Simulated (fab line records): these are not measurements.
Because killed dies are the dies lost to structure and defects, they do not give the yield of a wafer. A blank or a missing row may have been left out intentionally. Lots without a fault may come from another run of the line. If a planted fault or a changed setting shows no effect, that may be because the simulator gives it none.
Chamber matching	flow n5 finfet	N5_BEOL_M9_ETCH_66 on rie diel-02 has 4 sister chambers
The step etches SOC in N2/H2, target depth 80 nm, overetch 16 nm, time 120 s. 8 wafers are shown with their chamber, then 10 later ones without.

EACH WAFER AND ITS CHAMBER
wafer	chamber	drypump motor current A (A)	showerhead plenum p Torr (Torr)
L083.1	3	6.2	2.42
L084.3	1	5.5	2.63
L085.4	0	6.8	2.68
L087.2	3	6.2	2.41
L087.4	0	6.8	2.68
L087.6	2	6.6	2.34
L090.1	2	6.7	2.34
L090.2	1	5.5	2.62

WAFERS WITHOUT THEIR CHAMBER
wafer	drypump motor current A (A)	showerhead plenum p Torr (Torr)
L090.4	6.8	2.67
L094.2	6.2	2.41
L094.5	6.7	2.67
L094.6	6.2	2.41
L096.1	6.2	2.40
L096.2	6.8	2.67
L096.6	6.6	2.33
L097.1	5.5	2.62
L097.3	6.2	2.40
L097.5	6.7	2.33

THE CHAMBER EACH PASSED THROUGH
wafer	from the rows above	in truth
L090.4	0	0
L094.2	3	3
L094.5	0	0
L094.6	3	3
L096.1	3	3
L096.2	0	0
L096.6	2	2
L097.1	1	1
L097.3	3	3
L097.5	2	2
10 of 10 placed correctly. Number that these rows cannot place: 0. Number placed wrongly: 0.
How it was worked out, from the rows above alone: a wafer's distance from a chamber is the root of the sum, over the readings, of the square of ((its reading less the chamber's mean) divided by the reading's scatter). The wafer belongs to the nearest chamber; if the next one is less than 2 further off, it can't be placed. The mean given for a chamber averages the wafers shown for that chamber. The scatter: take each reading less its chamber's mean, square it, sum over the shown wafers, divide by the number of wafers less the number of chambers, and take the root.
